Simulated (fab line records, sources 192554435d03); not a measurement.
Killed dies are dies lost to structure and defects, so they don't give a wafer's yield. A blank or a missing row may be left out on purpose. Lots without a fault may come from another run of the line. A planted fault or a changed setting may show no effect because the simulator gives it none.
A struck lot beside a sound one | flow n5_finfet | 37 steps out of a route of 1938
Sound: wafers L487.1, L487.2, L487.6. Struck: wafers L484.3, L484.5, L484.6. The cause comes at the end.
At each step with rows: each side's tool, then ch and its chambers, then its first start. Under that, the readings that differ: sound wafers | struck wafers | difference of the means | sigmas: that difference in standard deviations of wafers without a fault.
alike: readings whose means differ by less than 2 such deviations, and words and numbers that are the same on both sides. not compared: withheld readings, readings that some wafer has no value for, bounds like >300 that may hide the same value, and numbers for which the record gives no deviation and whose values overlap.
The two part at a step that has a row with sigmas, a row that says differs or no value, or rows on one side only. Numbers that don't overlap but have no deviation are shown without sigmas and don't part them. A reading that every wafer of one side lacks parts them only if that side has two wafers or more.

first, 9 steps without rows for these wafers: N5_BEOL_M4_ANNEAL_95 (time 240 s); N5_BEOL_M4_SPUTTER_96 (material Cu, target thk 4.5 nm, time 8.29 s); N5_BEOL_M4_ECD_50 (material Cu, target thk 300 nm); N5_BEOL_M4_ANNEAL_51 (time 90 s); N5_BEOL_M4_CMP_52 (polishes, stops on SiOC, t overpolish 6.8 s, target thk 40 nm); N5_BEOL_M4_PRE_CLEAN_60 (time 15 s); N5_BEOL_M4_CO_CAP_55 (material Co, precursor CCTBA/H2, target thk 2 nm, time 102.1 s); N5_BEOL_M4_PRE_CLEAN_56 (time 15 s); N5_BEOL_M4_DEP_57 (deposits SiCN from 3MS/NH3, target thk 8 nm, time 14 s).
N5_BEOL_M4_RC_MEAS_101:
  sound on prober-02 ch 0, day 14 03:26; struck on prober-01 ch 0, day 13 19:59
  alike: DIBL_N, DIBL_P, IOFF_N, IOFF_P, ION_N, ION_P, SS_N, SS_P, VT_N, VT_P
then, 24 steps without rows for these wafers: N5_BEOL_M5_ILD_DEP_00 (deposits SiCOH lowk from DEMS/porogen, target thk 140.64 nm, time 25.9 s); N5_BEOL_M5_CURE_79 (cures SiCOH lowk, time 240 s); N5_BEOL_M5_PECVD_70 (deposits SiO2 from TEOS/O2, target thk 16 nm, time 18 s); N5_BEOL_M5_HM_DEP_02 (deposits TiN, target thk 20 nm); N5_BEOL_M5_COAT_59 (time 60 s, resist thk 60 nm); N5_BEOL_M5_COAT_60 (time 60 s, resist thk 12 nm); N5_BEOL_M5_COAT_71 (time 60 s, resist thk 5 nm); N5_BEOL_M5_COAT_05 (resist thk 30 nm); N5_BEOL_M5_EBR_07; N5_BEOL_M5_SOFTBAKE_06 (time 60 s); N5_BEOL_M5_EXPOSE_08 (exposes mask M5, target cd 28 nm); N5_BEOL_M5_PEB_09 (peb time 60 s); N5_BEOL_M5_DEVELOP_10 (develop time 30 s); N5_BEOL_M5_DESCUM_16 (chemistry O2, time 7 s); N5_BEOL_M5_ETCH_72 (etches underlayer in N2/H2, target depth 6.5 nm, time 5.2 s); N5_BEOL_M5_ETCH_61 (etches SiARC in CF4, target depth 15.6 nm, time 26 s); N5_BEOL_M5_ETCH_62 (etches SOC in N2/H2, target depth 75 nm, overetch 15 nm, time 112.5 s); N5_BEOL_M5_STRIP_63 (strips in N2/H2); N5_BEOL_M5_STRIP_73 (strips in N2/H2); N5_BEOL_M5_STRIP_64 (strips in CF4); N5_BEOL_M5_HM_OPEN_17 (chemistry Cl2/BCl3, target TiN, target depth 20 nm, overetch 6 nm); N5_BEOL_M5_STRIP_19 (strips in O2); N5_BEOL_M5_COAT_65 (time 60 s, resist thk 60 nm); N5_BEOL_M5_COAT_66 (time 60 s, resist thk 12 nm).
N5_BEOL_M6_CVD_78: deposits Co from CCTBA/H2, target thk 2 nm, time 142.3 s.
  sound on cvd_co-01 ch 0,1,2, day 15 03:21; struck on cvd_co-02 ch 0,2, day 14 19:16
  no value came back on the struck wafers for chamber_pressure_Torr (Torr), run_length_s (s); on the sound wafers chamber_pressure_Torr (Torr) reads 30.08 30.09 29.90
N5_BEOL_M6_CMP_52: polishes, stops on SiCOH lowk, t overpolish 6.9 s, target thk 80 nm.
  sound on cmp-04 ch 0,3, day 15 04:22; struck on cmp-04 ch 0,1,3, day 14 20:10
  alike: barrier_field_endpoint_s, clearing_platen_rpm, motor_current_A
-- the record jumps here: 4 days lie between the struck wafers' starts before and after (it left off in module BEOL_M6 and takes up again in module PASSIVATION, whose first step shown is number 1936 of the route) --
N5_PASSIVATION_PROBE_49:
  sound on prober-01, day 19 06:11; struck on prober-02, day 18 17:27
  reading                  | sound          | struck         | difference | sigmas
  defect_limited_yield (%) | 92.5 93.6 89.1 | 11.9 10.8 11.4 | -80.4      | -57
  killed_at_M4_up          | 11 17 29       | 985 939 972    | +946       | +99 or more
  killed_dies              | 88 75 129      | 1039 1052 1045 | +948       | +56
  killed_on_rim            | 11 12 22       | 152 100 152    | +120       | +31
  sort_bin_5_function (%)  | 4.2 3.7 6.2    | 75.8 75.3 76.5 | +71.2      | +74
  sort_bin_6_memory (%)    | 2.5 2.5 4.3    | 11.9 13.5 11.8 | +9.3       | +14
  sort_n_pass              | 1092 1105 1051 | 141 128 135    | -948       | -56
  sort_yield_pct (%)       | 92.5 93.6 89.1 | 11.9 10.8 11.4 | -80.4      | -57
  alike: killed_at_M0_to_M3, killed_at_contacts, killed_at_front_end, killed_at_other, killed_open, killed_short

WHERE THEY PART
First at N5_BEOL_M6_CVD_78; last, within this record, at N5_PASSIVATION_PROBE_49.

WHY: what the simulator had put in
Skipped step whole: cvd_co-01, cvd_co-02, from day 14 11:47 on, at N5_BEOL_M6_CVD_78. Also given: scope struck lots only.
